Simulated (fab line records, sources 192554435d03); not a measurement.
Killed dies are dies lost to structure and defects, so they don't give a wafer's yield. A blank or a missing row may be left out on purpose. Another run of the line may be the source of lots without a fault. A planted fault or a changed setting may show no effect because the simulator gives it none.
fab line records | flow n5_finfet
record: lots: 7 wafers: 39
route steps=1938 shown FIN_SAQP@116 FIN_CUT@173 DUMMY_GATE@228
start_h: the number of hours between the record's first day and the start of the first shown wafer of the lot | wait_h: how many hours have passed since the lot's step before this one | " the same as in the row above | L1.1+2: several wafers, shown together as one row | - no value, or no start given | * or withheld: withheld | < > ~ a bound
route shown NAME@n: names a module that has steps shown in the file, with the first one's number in the route | usual: mean/standard deviation of fault-free wafers | same: alike in all rows | chamber/n: place in a boat | sites: readings site by site | _std_site: the values' standard deviation | _edge_site: outer sites' mean less inner sites' | radius_mm: how far each site lies from the wafer's centre | mask NAME#n: copy n | behind: the most recent tool/chamber to have shaped the wafer | hold: reason for holding the lot/hours on hold/outcome of the hold | device: transistor that didn't switch, given as n, p or np | end of line: at the end of the route, the tests of the same wafers | where a step has no rows: the recipe by itself | killed: dies that structure and defects cost at the first sort, which is not the same as the wafer's yield | map: shows each die of a wafer: x if killed, . if not, _ if none is there
set.NAME: the setting that was run; set.NAME@STEP: the one run at that earlier step | model.NAME: the simulator's own value behind a step, which no gauge read
lots run with intentionally changed settings; tables by step, rows by wafer
== steps ==
step: N5_FIN_SAQP_ETCH_52
recipe: chemistry: N2/H2 target: SOC target_depth_a: 1000 overetch_a: 200 mask_material: SiARC temp_c: 40 time_s: 150 ion_energy_ev: 200 pressure_mtorr: 30 source_w: 840 bias_w: 150 n2_flow_sccm: 200 h2_flow_sccm: 200 ends: end_point
usual: rf_vpp_V: 523.8/2.1
columns lot.wafer tool chamber start_h wait_h set.source_w rf_vpp_V model.SiARC_of_FIN_SAQP_COAT_50.thk_nm
L077.1 rie_diel-05 1 40.05 0.0 840 522.7 29.52
L077.5 " 3 " " 840 525.5 29.36
L077.6 " 2 " " 840 521.3 29.42
L087.1 rie_diel-03 0 101.03 0.0 840 524.8 28.98
L087.2 " 3 " " 840 525.7 29.05
L087.3 " 1 " " 840 523.1 29.21
L087.4 " 2 " " 840 525.9 29.23
L087.5 " 0 " " 840 524.5 29.18
L087.6 " 3 " " 840 523.6 29.04
L088.1 rie_diel-03 2 105.74 0.0 840 525.4 29.16
L088.2 " 0 " " 840 524.9 29.19
L088.3 " 3 " " 840 525.0 29.15
L088.4 " 1 " " 840 523.5 29.22
L088.5 " 1 " " 840 523.8 29.29
L088.6 " 2 " " 840 526.4 29.14
L089.1 rie_diel-05 2 111.56 0.0 935.5 503.5 28.75
L089.2 " 1 " " 840 523.3 29.41
L089.3 " 0 " " 935.5 505.2 28.75
L089.4 " 3 " " 935.5 508.1 28.79
L089.5 " 2 " " 840 522.4 29.2
L089.6 " 3 " " 840 526.5 29.17
L092.1 rie_diel-04 0 129.84 0.0 740.2 547.8 29.32
L092.2 " 1 " " 840 523.0 29.06
L092.3 " 2 " " 740.2 545.0 29.61
L092.4 " 2 " " 840 523.1 29.21
L092.5 " 1 " " 840 522.5 29.12
L092.6 " 0 " " 740.2 547.6 29.5
L095.1 rie_diel-03 2 148.72 0.0 840 525.2 29.22
L095.2 " 0 " " 840 524.5 29.14
L095.3 " 3 " " 840 523.5 29.02
L095.4 " 1 " " 713.2 552.3 29.78
L095.5 " 1 " " 713.2 550.5 29.5
L095.6 " 0 " " 713.2 553.9 29.7
L096.1 rie_diel-04 1 154.93 0.1 840 524.3 29.13
L096.2 " 3 " " 840 518.4 29.37
L096.3 " 1 " " 840 523.8 29.07
L096.4 " 3 " " 840 520.6 29.39
L096.5 " 1 " " 840 522.8 29.18
L096.6 " 3 " " 840 522.3 29.31
step: N5_FIN_SAQP_SPACER2_ALD_28
recipe: material: SiO2 target_thk_a: 81 temp_c: 300 ald_precursor_family: BDEAS ald_co_reactant: O2-plasma pulse_time_s: 1 purge_time_s: 2 co_reactant_purge_time_s: 2 pressure_torr: 2
columns lot.wafer tool chamber start_h wait_h set.target_thk_a model.SiO2_of_FIN_SAQP_SPACER2_ALD_28.thk_nm
L077.1+5 ald_sin-04 1,2 43.52 0.1 81 8
L077.6 " 1 " " 81 8.2
L087.1+2+3 ald_sin-02 3,1,2 104.18 0.1 91.4 9.2
L087.4+5+6 " 0,2,1 " " 81 8.2
L088.1+2+4+5+6 ald_sin-02 1,3,0,2,3 109.22 0.1 81 8.2
L088.3 " 2 " " 81 8
L089.1+3+6 ald_sin-03 1,2,0 115.79 1.4 87.4 8.8
L089.2+5 " 3 " " 81 8.2
L089.4 " 0 " " 81 8
L092.1 ald_sin-04 0 133.05 0.1 81 8
L092.2+3+4+5+6 " 2,3,1,0,3 " " 81 8.2
L095.1+4 ald_sin-02 1,0 151.74 0.1 74.67 7.4
L095.2+5 " 2,3 " " 81 8.2
L095.3 " 3 " " 74.67 7.6
L095.6 " 2 " " 81 8
L096.1+3+5 ald_sin-04 0,2,3 158.54 0.6 88.24 8.8
L096.2+4+6 " 3,1,0 " " 81 8
step: N5_FIN_SAQP_SPACER2_ETCHBACK_29
recipe: chemistry: CHF3/O2 mode: anisotropic_etchback target: SiO2 target_depth_a: 122 time_s: 6.1 pressure_mtorr: 30 source_w: 650 bias_w: 170 Ar_flow_sccm: 200 CHF3_flow_sccm: 50 O2_flow_sccm: 5 ion_energy_ev: 200
step: N5_FIN_SAQP_MANDREL2_REMOVE_60
recipe: chemistry: HBr/Cl2/O2 bt_time_s: 10 target: a-Si stop_on: SiNx endpoint: OES-SiCl over_etch_frac: 1 icp_w: 600 bias_w: 22 HBr_flow_sccm: 150 Cl2_flow_sccm: 80 O2_flow_sccm: 5 pressure_mtorr: 10
columns lot.wafer tool chamber start_h wait_h set.target_thk_a@FIN_SAQP_SPACER2_ALD_28 model.FIN_SAQP.cd_nm
L077.1 rie_si-06 0 43.95 0.1 81 8.2
L077.5+6 " 0,2 " " 81 8
L087.1+2+3 rie_si-02 3,2,1 104.63 0.1 91.4 9.2
L087.4+5+6 " 0,1,0 " " 81 8.2
L088.1+2+4+6 rie_si-06 2,1,0,2 109.63 0.1 81 8.2
L088.3+5 " 3,1 " " 81 8
L089.1+3+6 rie_si-06 2,1,3 116.21 0.1 87.4 8.8
L089.2+5 " 0 " " 81 8.2
L089.4 " 3 " " 81 8
L092.1+2+3+4+5 rie_si-02 0,3,1,2,3 133.47 0.1 81 8.2
L092.6 " 2 " " 81 8.4
L095.1+3+4 rie_si-06 3,2,0 152.15 0.1 74.67 7.4
L095.2+5+6 " 1,2,3 " " 81 8
L096.1+3+5 rie_si-05 2,0,3 158.95 0.1 88.24 8.8
L096.2+4+6 " 3,1,0 " " 81 8
step: N5_FIN_SAQP_HM_OPEN_33
recipe: chemistry: CH3F/O2 target: SiNx mask_material: SiO2 target_depth_a: 494 time_s: 70.6 pressure_mtorr: 30 source_w: 395 bias_w: 73 Ar_flow_sccm: 150 CH3F_flow_sccm: 30 O2_flow_sccm: 20 ion_energy_ev: 120 ends: cleared
columns lot.wafer tool chamber start_h wait_h set.target_thk_a@FIN_SAQP_SPACER2_ALD_28 model.FIN_SAQP.cd_nm
L077.1+6 rie_diel-03 1,3 44.14 0.0 81 8.2
L077.5 " 2 " " 81 8
L087.1+2+3 rie_diel-05 1,2,0 104.79 0.0 91.4 9.2
L087.4+5+6 " 3,1,2 " " 81 8.2
L088.1+2+3+5+6 rie_diel-05 0,1,2,1,0 109.79 0.0 81 8.2
L088.4 " 3 " " 81 8.4
L089.1+3+6 rie_diel-04 2,0,0 116.36 0.0 87.4 8.8
L089.2+5 " 1,3 " " 81 8.2
L089.4 " 3 " " 81 8
L092.1+2+3+4+5 rie_diel-04 0,2,1,2,1 133.63 0.0 81 8.2
L092.6 " 0 " " 81 8.4
L095.1+3+4 rie_diel-03 2,1,0 152.32 0.1 74.67 7.4
L095.2+5+6 " 3,2,3 " " 81 8
L096.1+5 rie_diel-04 0,1 159.11 0.0 88.24 8.8
L096.2+4+6 " 3,3,0 " " 81 8
L096.3 " 1 " " 88.24 8.6
step: N5_FIN_SAQP_ETCH_34
recipe: chemistry: C4F6/O2 target: SiO2 target_depth_a: 450 time_s: 15 ion_energy_ev: 250 pressure_mtorr: 30 source_w: 345 bias_w: 185 Ar_flow_sccm: 300 C4F6_flow_sccm: 10 O2_flow_sccm: 10 ends: cleared
columns lot.wafer tool chamber start_h wait_h set.target_thk_a@FIN_SAQP_SPACER2_ALD_28 model.FIN_SAQP.cd_nm
L077.1 rie_diel-03 1 44.21 0.0 81 8.2
L077.5+6 " 2,3 " " 81 8
L087.1+2+3 rie_diel-05 1,2,0 104.86 0.0 91.4 9.2
L087.4 " 3 " " 81 8.4
L087.5+6 " 1,2 " " 81 8.2
L088.1+2+3+5+6 rie_diel-05 0,1,2,1,0 109.86 0.0 81 8.2
L088.4 " 3 " " 81 8.4
L089.1+3+6 rie_diel-04 2,0,0 116.43 0.0 87.4 8.8
L089.2+5 " 1,3 " " 81 8.2
L089.4 " 3 " " 81 8
L092.1+6 rie_diel-04 0 133.69 0.0 81 8.4
L092.2+3+4+5 " 2,1,2,1 " " 81 8.2
L095.1+3+4 rie_diel-03 2,1,0 152.39 0.0 74.67 7.4
L095.2+5 " 3,2 " " 81 8
L095.6 " 3 " " 81 7.8
L096.1 rie_diel-04 0 159.18 0.0 88.24 8.8
L096.2+4+6 " 3,3,0 " " 81 8
L096.3+5 " 1 " " 88.24 8.6
step: N5_FIN_SAQP_STRIP_77
recipe: chemistry: N2/H2 time_s: 90 power_w: 100 temp_c: 40 pressure_mtorr: 100 rf_frequency_hz: 6e+07 bias_power_w: 3 n2_flow_sccm: 300 h2_flow_sccm: 300
step: N5_FIN_SAQP_ETCH_64
recipe: chemistry: CF4 target: SiO2 target_depth_a: 15 ion_energy_ev: 350 pressure_mtorr: 10 icp_w: 800 bias_w: 400 cf4_flow_sccm: 80
columns lot.wafer tool chamber start_h wait_h set.target_thk_a@FIN_SAQP_SPACER2_ALD_28 model.FIN_SAQP.cd_nm
L077.1 rie_si-05 1 44.41 0.0 81 8.4
L077.5 " 3 " " 81 8.2
L077.6 " 0 " " 81 8
L087.1+2+3 rie_si-05 3,1,0 105.06 0.0 91.4 9.2
L087.4+5+6 " 2,0,1 " " 81 8.2
L088.1+2+3+5+6 rie_si-02 3,2,1,2,1 110.06 0.0 81 8.2
L088.4 " 0 " " 81 8.4
L089.1+3+6 rie_si-02 3,0,1 116.63 0.0 87.4 8.8
L089.2+5 " 1,0 " " 81 8.2
L089.4 " 2 " " 81 8
L092.1+6 rie_si-05 1,2 133.89 0.0 81 8.4
L092.2+3+4+5 " 3,0,2,1 " " 81 8.2
L095.1+3 rie_si-05 1,2 152.59 0.0 74.67 7.4
L095.2+5+6 " 0,3,2 " " 81 8
L095.4 " 3 " " 74.67 7.6
L096.1 rie_si-02 1 159.38 0.0 88.24 8.8
L096.2 " 2 " " 81 8
L096.3+5 " 3 " " 88.24 8.6
L096.4 " 0 " " 81 8.2
L096.6 " 2 " " 81 7.8
step: N5_FIN_SAQP_FIN_ETCH_36
recipe: chemistry: HBr/Cl2/O2 target_depth_a: 1200 mask_material: SiNx time_s: 50.4 bias_w: 102 pressure_mtorr: 10 icp_w: 800 HBr_flow_sccm: 150 Cl2_flow_sccm: 80 O2_flow_sccm: 12
columns lot.wafer tool chamber start_h wait_h set.target_thk_a@FIN_SAQP_SPACER2_ALD_28 model.FIN_SAQP.cd_nm
L077.1+5 rie_si-05 1,3 44.43 0.0 81 8.2
L077.6 " 0 " " 81 8
L087.1 rie_si-05 3 105.08 0.0 91.4 9.4
L087.2+3 " 1,0 " " 91.4 9.2
L087.4 " 2 " " 81 8.2
L087.5+6 " 0,1 " " 81 8
L088.1+2+3+5+6 rie_si-02 3,2,1,2,1 110.08 0.0 81 8.2
L088.4 " 0 " " 81 8.4
L089.1 rie_si-02 3 116.65 0.0 87.4 9
L089.2+5 " 1,0 " " 81 8.2
L089.3+6 " 0,1 " " 87.4 8.8
L089.4 " 2 " " 81 8
L092.1+3+5 rie_si-05 1,0,1 133.91 0.0 81 8.2
L092.2+4+6 " 3,2,2 " " 81 8.4
L095.1+3 rie_si-05 1,2 152.61 0.0 74.67 7.4
L095.2+5+6 " 0,3,2 " " 81 8
L095.4 " 3 " " 74.67 7.6
L096.1+5 rie_si-02 1,3 159.40 0.0 88.24 8.8
L096.2+6 " 2 " " 81 8
L096.3 " 3 " " 88.24 8.6
L096.4 " 0 " " 81 8.2
step: N5_FIN_CUT_CUT_ETCH_26
recipe: chemistry: CH3F/O2 target: SiNx target_depth_a: 390 mask_material: SOC time_s: 55.7 pressure_mtorr: 30 source_w: 395 bias_w: 73 Ar_flow_sccm: 150 CH3F_flow_sccm: 30 O2_flow_sccm: 20 ion_energy_ev: 120
columns lot.wafer tool chamber start_h wait_h set.target_depth_a model.etch.depth_nm
L077.1 rie_diel-02 2 45.67 0.0 390 38.61
L077.5 " 2 " " 390 38.73
L077.6 " 1 " " 390 38.96
L087.1 rie_diel-01 3 106.20 0.0 390 39.22
L087.2 " 1 " " 390 38.85
L087.3 " 0 " " 390 39.67
L087.4 " 2 " " 390 39.02
L087.5 " 1 " " 390 38.92
L087.6 " 0 " " 390 39.45
L088.1 rie_diel-02 2 111.31 0.0 390 39.01
L088.2 " 1 " " 390 39.29
L088.3 " 3 " " 390 39.71
L088.4 " 2 " " 390 39.31
L088.5 " 1 " " 390 39.3
L088.6 " 3 " " 390 39.63
L089.1 rie_diel-01 2 117.97 0.0 390 38.99
L089.2 " 1 " " 433.1 42.98
L089.3 " 0 " " 433.1 43.77
L089.4 " 3 " " 390 39.36
L089.5 " 1 " " 390 38.5
L089.6 " 2 " " 433.1 43.22
L092.1 rie_diel-06 0 135.02 0.0 425.8 41.89
L092.2 " 1 " " 425.8 42.51
L092.3 " 3 " " 390 38.46
L092.4 " 2 " " 390 38.83
L092.5 " 2 " " 390 39.11
L092.6 " 3 " " 425.8 42.22
L095.1 rie_diel-02 1 153.93 0.0 390 39.01
L095.2 " 3 " " 390 39.3
L095.3 " 2 " " 411.8 41.15
L095.4 " 0 " " 411.8 41.83
L095.5 " 0 " " 411.8 41.94
L095.6 " 3 " " 390 39.42
L096.1 rie_diel-06 3 160.51 0.0 410.1 40.07
L096.2 " 2 " " 410.1 40.66
L096.3 " 1 " " 390 38.92
L096.4 " 0 " " 390 38.38
L096.5 " 2 " " 390 38.98
L096.6 " 3 " " 410.1 40.48
step: N5_FIN_CUT_CUT_ETCH_15
recipe: chemistry: HBr/Cl2/O2 target: Si target_depth_a: 1000 bt_time_s: 10 mask_material: SOC time_s: 42.4 ion_energy_ev: * bias_w: * pressure_mtorr: 10 icp_w: 800 HBr_flow_sccm: 150 Cl2_flow_sccm: 80 O2_flow_sccm: 12
columns lot.wafer tool chamber start_h wait_h set.time_s model.FIN_CUT.feature_depth_nm model.etch.depth_nm model.SOC_of_FIN_CUT_COAT_18.thk_nm
L077.1 rie_si-04 2 45.86 0.1 42.4 100.4 100.5 171.4
L077.5 " 1 " " 42.4 100.2 100.2 171
L077.6 " 0 " " 42.4 101 101.1 171.6
L087.1 rie_si-04 2 106.39 0.1 42.4 100.2 100.2 170
L087.2 " 3 " " 42.4 99.2 99.27 170.8
L087.3 " 0 " " 35.4 83.4 83.39 175.4
L087.4 " 1 " " 35.4 83.8 83.71 176.2
L087.5 " 2 " " 35.4 83.6 83.64 176.2
L087.6 " 1 " " 42.4 99.8 99.77 170.4
L088.1 rie_si-04 1 111.51 0.1 45.71 108.2 108.2 168
L088.2 " 3 " " 45.71 106.4 106.3 168.2
L088.3 " 0 " " 42.4 100.2 100.2 170.6
L088.4 " 2 " " 42.4 100.4 100.4 171
L088.5 " 3 " " 42.4 98.8 98.84 171.4
L088.6 " 0 " " 45.71 108 108 167.6
L089.1 rie_si-04 1 118.16 0.1 42.4 99.4 99.41 170.2
L089.2 " 2 " " 42.4 100.6 100.5 167
L089.3 " 3 " " 42.4 100 100.1 167
L089.4 " 3 " " 42.4 100.6 100.5 168.6
L089.5 " 1 " " 42.4 100.4 100.5 169
L089.6 " 2 " " 42.4 100.6 100.6 167.6
L092.1 rie_si-03 0 135.22 0.1 42.4 99.6 99.63 169.2
L092.2 " 2 " " 38.94 90.8 90.86 173.2
L092.3 " 3 " " 42.4 99.6 99.56 171.4
L092.4 " 1 " " 42.4 99 99 171
L092.5 " 0 " " 38.94 91.2 91.21 173.6
L092.6 " 3 " " 38.94 91.6 91.57 172.4
L095.1 rie_si-03 2 154.13 0.1 42.4 100.2 100.2 170
L095.2 " 3 " " 42.4 100 100 170.6
L095.3 " 1 " " 42.4 99 98.96 170.6
L095.4 " 0 " " 42.4 100.2 100.3 168.2
L095.5 " 1 " " 42.4 99.8 99.76 169.8
L095.6 " 2 " " 42.4 100.2 100.3 170
L096.1 rie_si-01 0 162.12 0.1 42.4 101.8 101.9 169.4
L096.2 " 3 " " 42.4 99.8 99.85 170.4
L096.3 " 1 " " 42.4 100.8 100.8 169.8
L096.4 " 2 " " 42.4 101 101 171
L096.5 " 0 " " 42.4 102 101.9 170.2
L096.6 " 3 " " 42.4 98.4 98.39 170.4
step: N5_DUMMY_GATE_EXPOSE_12
recipe: mask_id: GATE na: 0.33 source_shape: annular sigma_inner: 0.2 sigma_outer: 0.6 polarization: unpolarized target_cd_nm: 25 dose_mj: 34
columns lot.wafer tool chamber start_h wait_h mask set.dose_mj
L077.1+5+6 euv_scanner-01 0 66.13 - GATE#0 34
L087.1+3+4 euv_scanner-02 0 124.46 - GATE#0 32.19
L087.2+5+6 " 0 " " GATE#0 34
L088.1+2+5 euv_scanner-01 0 128.96 - GATE#0 32.14
L088.3+4+6 " 0 " " GATE#0 34
L089.1+2+3+4+5+6 euv_scanner-02 0 138.12 - GATE#0 34
L092.1+2+5 euv_scanner-01 0 153.05 - GATE#0 36.72
L092.3+4+6 " 0 " " GATE#0 34
L095.1+4+6 euv_scanner-02 0 172.30 - GATE#0 34
L095.2+3+5 " 0 " " GATE#0 32.12
L096.1+3+4 euv_scanner-02 0 179.65 - GATE#0 34
L096.2+5+6 " 0 " " GATE#0 35.07
step: N5_DUMMY_GATE_PEB_13
recipe: peb_temp_c: 100 peb_time_s: 60 resist: CAR-EUV
step: N5_DUMMY_GATE_DEVELOP_14
recipe: develop_time_s: 30 developer: TMAH resist: CAR-EUV rinse_liquid: surfactant_rinse dry: air_spin dev_temp_c: 23
step: N5_DUMMY_GATE_CD_MEAS_15
recipe: target_cd_nm: 25.8 landing_energy_ev: 500 detector: se_inlens
usual: cd_nm: 25.05/0.22
columns lot.wafer tool chamber start_h wait_h set.dose_mj@DUMMY_GATE_EXPOSE_12 cd_nm
L077.1 cd_sem-01 0 66.25 - 34 25.12
L077.5 " 0 " " 34 24.92
L077.6 " 0 " " 34 25.06
L087.1 cd_sem-01 0 124.59 - 32.19 25.83
L087.2 " 0 " " 34 25.01
L087.3 " 0 " " 32.19 25.69
L087.4 " 0 " " 32.19 25.72
L087.5 " 0 " " 34 24.91
L087.6 " 0 " " 34 24.97
L088.1 cd_sem-03 0 129.09 - 32.14 25.86
L088.2 " 0 " " 32.14 25.98
L088.3 " 0 " " 34 25.15
L088.4 " 0 " " 34 25.57
L088.5 " 0 " " 32.14 26.55
L088.6 " 0 " " 34 24.89
L089.1 cd_sem-03 0 138.24 - 34 24.97
L089.2 " 0 " " 34 25.01
L089.3 " 0 " " 34 24.69
L089.4 " 0 " " 34 25.00
L089.5 " 0 " " 34 25.05
L089.6 " 0 " " 34 24.77
L092.1 cd_sem-01 0 153.18 - 36.72 23.51
L092.2 " 0 " " 36.72 23.85
L092.3 " 0 " " 34 25.06
L092.4 " 0 " " 34 24.94
L092.5 " 0 " " 36.72 23.52
L092.6 " 0 " " 34 24.93
L095.1 cd_sem-01 0 172.43 - 34 25.33
L095.2 " 0 " " 32.12 26.45
L095.3 " 0 " " 32.12 25.91
L095.4 " 0 " " 34 24.94
L095.5 " 0 " " 32.12 26.09
L095.6 " 0 " " 34 24.83
L096.1 cd_sem-03 0 179.78 - 34 24.98
L096.2 " 0 " " 35.07 24.60
L096.3 " 0 " " 34 24.81
L096.4 " 0 " " 34 24.91
L096.5 " 0 " " 35.07 24.71
L096.6 " 0 " " 35.07 24.40
step: N5_DUMMY_GATE_STRIP_38
recipe: chemistry: N2/H2 temp_c: 40 n2_flow_sccm: 200 h2_flow_sccm: 200 rf_frequency_hz: 6e+07
step: N5_DUMMY_GATE_STRIP_39
recipe: chemistry: N2/H2 temp_c: 40 n2_flow_sccm: 200 h2_flow_sccm: 200 rf_frequency_hz: 6e+07
step: N5_DUMMY_GATE_TRIM_49
recipe: chemistry: O2 resist: SOC time_s: 29 target_cd_nm: 14 source_power_w: 300 bias_power_w: 0 O2_flow_sccm: 100 temp_c: 20
columns lot.wafer tool chamber start_h wait_h set.dose_mj@DUMMY_GATE_EXPOSE_12 model.DUMMY_GATE.cd_nm
L077.1+5 rie_si-04 3,2 66.70 0.0 34 13.8
L077.6 " 3 " " 34 13.6
L087.1+3+4 rie_si-01 3,0,3 124.95 0.0 32.19 14.8
L087.2 " 1 " " 34 14
L087.5+6 " 1,0 " " 34 13.8
L088.1+2 rie_si-04 2,1 129.46 0.0 32.14 15.2
L088.3 " 0 " " 34 13.8
L088.4+6 " 3,0 " " 34 14
L088.5 " 3 " " 32.14 14.8
L089.1+4+6 rie_si-03 1,2,1 138.60 0.0 34 13.8
L089.2 " 3 " " 34 13.6
L089.3+5 " 0 " " 34 14
L092.1+5 rie_si-01 0,3 153.54 0.0 36.72 12.4
L092.2 " 3 " " 36.72 12.8
L092.3 " 2 " " 34 13.8
L092.4 " 1 " " 34 14
L092.6 " 0 " " 34 14.2
L095.1+4 rie_si-01 0,3 173.08 0.0 34 14.4
L095.2 " 1 " " 32.12 15.4
L095.3 " 2 " " 32.12 15.2
L095.5 " 1 " " 32.12 15.6
L095.6 " 0 " " 34 14.2
L096.1+4 rie_si-04 3,2 180.14 0.0 34 14
L096.2 " 0 " " 35.07 13.4
L096.3 " 1 " " 34 14.4
L096.5+6 " 1,2 " " 35.07 13.6
step: N5_DUMMY_GATE_STRIP_40
recipe: chemistry: CF4 resist: SiARC power_w: 300 bias_power_w: 75 pressure_mtorr: 50 cf4_flow_sccm: 150 rf_frequency_hz: 6e+07
step: N5_DUMMY_GATE_CD_MEAS_50
recipe: target_cd_nm: 14
usual: cd_nm: 13.98/0.29
columns lot.wafer tool chamber start_h wait_h set.dose_mj@DUMMY_GATE_EXPOSE_12 cd_nm
L077.1 cd_sem-03 - 66.85 0.0 34 13.83
L077.5 " - " " 34 13.68
L077.6 " - " " 34 13.79
L087.1 cd_sem-01 - 125.10 0.0 32.19 14.69
L087.2 " - " " 34 14.34
L087.3 " - " " 32.19 14.84
L087.4 " - " " 32.19 14.86
L087.5 " - " " 34 13.56
L087.6 " - " " 34 13.71
L088.1 cd_sem-02 - 129.84 0.0 32.14 15.00
L088.2 " - " " 32.14 15.34
L088.3 " - " " 34 13.96
L088.4 " - " " 34 14.25
L088.5 " - " " 32.14 15.10
L088.6 " - " " 34 13.94
L089.1 cd_sem-03 - 138.75 0.0 34 14.00
L089.2 " - " " 34 13.48
L089.3 " - " " 34 13.80
L089.4 " - " " 34 14.05
L089.5 " - " " 34 14.24
L089.6 " - " " 34 14.05
L092.1 cd_sem-02 - 153.87 0.0 36.72 12.47
L092.2 " - " " 36.72 12.76
L092.3 " - " " 34 13.76
L092.4 " - " " 34 13.92
L092.5 " - " " 36.72 12.20
L092.6 " - " " 34 14.27
L095.1 cd_sem-02 - 173.23 0.0 34 14.59
L095.2 " - " " 32.12 15.34
L095.3 " - " " 32.12 15.52
L095.4 " - " " 34 14.45
L095.5 " - " " 32.12 15.95
L095.6 " - " " 34 14.33
L096.1 cd_sem-01 - 180.29 0.0 34 13.88
L096.2 " - " " 35.07 13.61
L096.3 " - " " 34 14.69
L096.4 " - " " 34 13.88
L096.5 " - " " 35.07 13.65
L096.6 " - " " 35.07 13.68
== key ==
split: step: N5_FIN_SAQP_ETCH_52 setting: source_w stated: 840 by: wafer
response: step: N5_FIN_SAQP_ETCH_52 reading: rf_vpp_V change: -1.84 per: 1% r: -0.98
response: step: N5_FIN_SAQP_ETCH_52 reading: model.SiARC_of_FIN_SAQP_COAT_50.thk_nm change: -0.0357 per: 1% r: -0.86
split: step: N5_FIN_SAQP_SPACER2_ALD_28 setting: target_thk_a stated: 81 by: wafer
response: step: N5_FIN_SAQP_SPACER2_ALD_28 reading: model.SiO2_of_FIN_SAQP_SPACER2_ALD_28.thk_nm change: +0.0827 per: 1% r: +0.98
response: step: N5_FIN_SAQP_MANDREL2_REMOVE_60 reading: model.FIN_SAQP.cd_nm change: +0.0813 per: 1% r: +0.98
response: step: N5_FIN_SAQP_HM_OPEN_33 reading: model.FIN_SAQP.cd_nm change: +0.0797 per: 1% r: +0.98
response: step: N5_FIN_SAQP_ETCH_34 reading: model.FIN_SAQP.cd_nm change: +0.0743 per: 1% r: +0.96
response: step: N5_FIN_SAQP_ETCH_64 reading: model.FIN_SAQP.cd_nm change: +0.0767 per: 1% r: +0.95
response: step: N5_FIN_SAQP_FIN_ETCH_36 reading: model.FIN_SAQP.cd_nm change: +0.0851 per: 1% r: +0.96
split: step: N5_FIN_CUT_CUT_ETCH_26 setting: target_depth_a stated: 390 by: wafer
response: step: N5_FIN_CUT_CUT_ETCH_26 reading: model.etch.depth_nm change: +0.384 per: 1% r: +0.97
split: step: N5_FIN_CUT_CUT_ETCH_15 setting: time_s stated: 42.4 by: wafer
response: step: N5_FIN_CUT_CUT_ETCH_15 reading: model.FIN_CUT.feature_depth_nm change: +0.984 per: 1% r: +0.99
response: step: N5_FIN_CUT_CUT_ETCH_15 reading: model.etch.depth_nm change: +0.985 per: 1% r: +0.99
response: step: N5_FIN_CUT_CUT_ETCH_15 reading: model.SOC_of_FIN_CUT_COAT_18.thk_nm change: -0.34 per: 1% r: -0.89
split: step: N5_DUMMY_GATE_EXPOSE_12 setting: dose_mj stated: 34 by: wafer
response: step: N5_DUMMY_GATE_CD_MEAS_15 reading: cd_nm change: -0.167 per: 1% r: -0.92
response: step: N5_DUMMY_GATE_TRIM_49 reading: model.DUMMY_GATE.cd_nm change: -0.189 per: 1% r: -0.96
response: step: N5_DUMMY_GATE_CD_MEAS_50 reading: cd_nm change: -0.19 per: 1% r: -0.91
